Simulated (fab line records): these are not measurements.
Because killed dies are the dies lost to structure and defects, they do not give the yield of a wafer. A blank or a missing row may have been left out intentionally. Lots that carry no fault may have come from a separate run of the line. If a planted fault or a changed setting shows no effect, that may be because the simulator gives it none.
2 desks looking at one fault / flow n5-finfet / what lay behind the numbers comes last; until then each desk has only its own

## FROM THE METROLOGY DESK
What the gauges read, lot by lot, whatever tool the lot ran on: means of the sampled wafers that have a number. The brackets show how far a lot's mean lies from the usual mean; more than 4 standard deviations puts the lot out of limits, marked OUT. Shown are 7 of the 13 readings it has, namely the first that went out of limits plus those furthest out on some lot.
Columns: A = IOFF_P at N5_BEOL_M4_RC_MEAS_101, usual 0.22 nA/um; B = ION_P at N5_BEOL_M4_RC_MEAS_101, usual 462 uA/um; C = VT_N at N5_BEOL_M4_RC_MEAS_101, usual 249 mV; D = VT_P at N5_BEOL_M4_RC_MEAS_101, usual -250 mV; E = trench-depth-nm at N5_BEOL_M7_OCD_MEAS_38, usual 93.4 nm; F = M7_THK at N5_BEOL_M7_THK_MEAS_53, usual 81.2 nm; G = M7_RS at N5_BEOL_M7_RS_MEAS_57, usual 0.285 ohm/sq
lot=L592; first seen here=day 8 13:00; A=0.18; B=457; C=250; D=-257; E=93.0; F=80.2; G=0.288
lot=L595; first seen here=day 10 03:57; A=0.28; B=466; C=248; D=-245; E=94.4; F=80.8; G=0.286
lot=L596; first seen here=day 10 04:58; A=0.26; B=466; C=246; D=-245; E=93.2; F=82.7; G=0.278
lot=L600; first seen here=day 11 12:39; A=0.22; B=460; C=244; D=-251; E=114.8 (+11) OUT; F=102.2 (+10) OUT; G=0.237 (-5.8) OUT
lot=L607; first seen here=day 12 15:43; A=0.27; B=478; C=248; D=-242; E=128.0 (+18) OUT; F=117.7 (+18) OUT; G=0.205 (-9.6) OUT
lot=L608; first seen here=day 13 00:33; A=0.18; B=457; C=254; D=-254; E=91.7; F=80.1; G=0.290
lot=L611; first seen here=day 14 04:26; A=0.16; B=454; C=251; D=-255; E=94.7; F=82.0; G=0.280
lot=L613; first seen here=day 15 12:26; A=0.24; B=467; C=247; D=-247; E=93.4; F=80.7; G=0.288
This desk's finding: out of limits on L600, L607; first on L600, day 12 17:16 (trench-depth-nm at N5_BEOL_M7_OCD_MEAS_38). In limits: L592, L595, L596, L608, L611, L613.

## AT THE TOOL OWNER'S DESK: rie-diel-03
The tool's own readings at N5_BEOL_M7_TRENCH_ETCH_37 (etches SiCOH lowk in C4F6/O2, target depth 93.478 nm, time 31.2 s): means of the sampled wafers that have a number, for each lot that ran on this tool. The brackets show how far a lot's mean lies from the usual mean; more than 4 standard deviations puts the lot out of limits, marked OUT.
Columns: A = O2_flow_sccm at N5_BEOL_M7_TRENCH_ETCH_37, usual 10.000 sccm; B = drypump-motor-current-A at N5_BEOL_M7_TRENCH_ETCH_37, usual 5.6 A; C = oes_f_703_au at N5_BEOL_M7_TRENCH_ETCH_37, usual 0.79 a.u.; D = oes-product-au at N5_BEOL_M7_TRENCH_ETCH_37, usual 0.79 a.u.; E = rf-vpp-V at N5_BEOL_M7_TRENCH_ETCH_37, usual 668 V; F = showerhead-plenum-p-Torr at N5_BEOL_M7_TRENCH_ETCH_37, usual 2.85 Torr; G = throttle-valve-pct at N5_BEOL_M7_TRENCH_ETCH_37, usual 21.02 %
lot=L592; first seen here=day 9 18:28; A=9.983; B=5.8; C=0.80; D=0.81; E=661; F=2.79; G=21.18
lot=L596; first seen here=day 11 10:31; A=10.028; B=6.2; C=0.77; D=0.77; E=658; F=2.83; G=21.16
lot=L595; first seen here=day 11 10:55; A=10.022; B=5.8; C=0.86; D=0.87; E=668; F=2.81; G=20.99
lot=L600; first seen here=day 12 17:07; A=10.011; B=6.1; C=0.84; D=0.96; E=666; F=2.84; G=21.02
lot=L607; first seen here=day 13 18:56; A=9.965; B=6.2; C=0.90; D=1.10; E=683; F=2.90; G=20.60
lot=L613; first seen here=day 16 10:14; A=10.005; B=5.3; C=0.76; D=0.76; E=672; F=2.76; G=21.04
This desk's finding: nothing out of limits on any of the 6 lots.

## PUT TOGETHER
L600, L607 would have let the metrology desk raise an alarm at day 12 17:16.
The desk of the tool owner found nothing out of limits.
Tool owner's desk: L600, L607 on record, inside its limits.
The lots listed all ran N5_BEOL_M7_TRENCH_ETCH_37 on rie-diel-03.

## WHAT WAS PUT IN BY THE SIMULATOR
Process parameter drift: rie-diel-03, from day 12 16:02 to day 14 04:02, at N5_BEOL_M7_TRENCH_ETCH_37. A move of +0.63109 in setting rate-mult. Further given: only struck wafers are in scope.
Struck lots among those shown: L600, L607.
Hours from the fault's start to each desk's first reading out of limits: the metrology desk, 1.
